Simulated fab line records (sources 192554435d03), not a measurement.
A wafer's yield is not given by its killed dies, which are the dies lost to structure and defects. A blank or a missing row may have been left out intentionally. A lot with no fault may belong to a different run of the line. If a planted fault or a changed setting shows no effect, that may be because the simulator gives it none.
Which tool was responsible? / flow n5_finfet / 6 lots, 17 wafers sampled, at 2 steps of a route of 1938

== WHAT THE GAUGES SHOWED, per wafer ==
N5_BEOL_M14_RS_MEAS_54: a four-point-probe measurement.
lot=L216; measured=day 12 03:27; on=film_metro-01; M14_RS (ohm/sq)=0.0322 0.0360 0.0361
lot=L223; measured=day 13 10:43; on=film_metro-02; M14_RS (ohm/sq)=0.0349 0.0338
lot=L230; measured=day 15 05:10; on=film_metro-01; M14_RS (ohm/sq)=0.0338 0.0312 0.0342
lot=L236; measured=day 16 16:19; on=film_metro-01; M14_RS (ohm/sq)=0.0325 0.0321 0.0349
lot=L237; measured=day 17 05:25; on=film_metro-02; M14_RS (ohm/sq)=0.0349 0.0345 0.0346
lot=L238; measured=day 17 07:09; on=film_metro-02; M14_RS (ohm/sq)=0.0319 0.0323 0.0319

== WHICH TOOL RAN EACH LOT (tool, then ch and the chambers of the sampled wafers, then the start) ==
lot=L216; N5_BEOL_M14_ANNEAL_48=rtp_anneal-02 ch 0, day 12 02:46
lot=L223; N5_BEOL_M14_ANNEAL_48=rtp_anneal-02 ch 0, day 13 10:04
lot=L230; N5_BEOL_M14_ANNEAL_48=rtp_anneal-02 ch 0, day 15 04:29
lot=L236; N5_BEOL_M14_ANNEAL_48=rtp_anneal-01 ch 0, day 16 15:36
lot=L237; N5_BEOL_M14_ANNEAL_48=rtp_anneal-02 ch 0, day 17 04:41
lot=L238; N5_BEOL_M14_ANNEAL_48=rtp_anneal-02 ch 0, day 17 06:29
- N5_BEOL_M14_ANNEAL_48: time 90 s.

== THE ANSWER, worked out from the rows above alone ==
Rule: the usual values come from the lots themselves. Put in order of their means at a reading, lots are off if they are a third of the lots or fewer, leave a main group of 4 or more, and stand apart from it by a gap of 3 or more times the standard deviation of the main group's means; of several such gaps the widest counts. A main group is skipped when, at the precision printed for the reading in the tables above, its means are all equal. Also off: a lot with no number at a reading for which 4 or more lots have one. The other lots that the step has rows for count as sound.
Nothing can be told from this: no lot is off at any reading shown.

== WHAT THE SIMULATOR PUT IN ==
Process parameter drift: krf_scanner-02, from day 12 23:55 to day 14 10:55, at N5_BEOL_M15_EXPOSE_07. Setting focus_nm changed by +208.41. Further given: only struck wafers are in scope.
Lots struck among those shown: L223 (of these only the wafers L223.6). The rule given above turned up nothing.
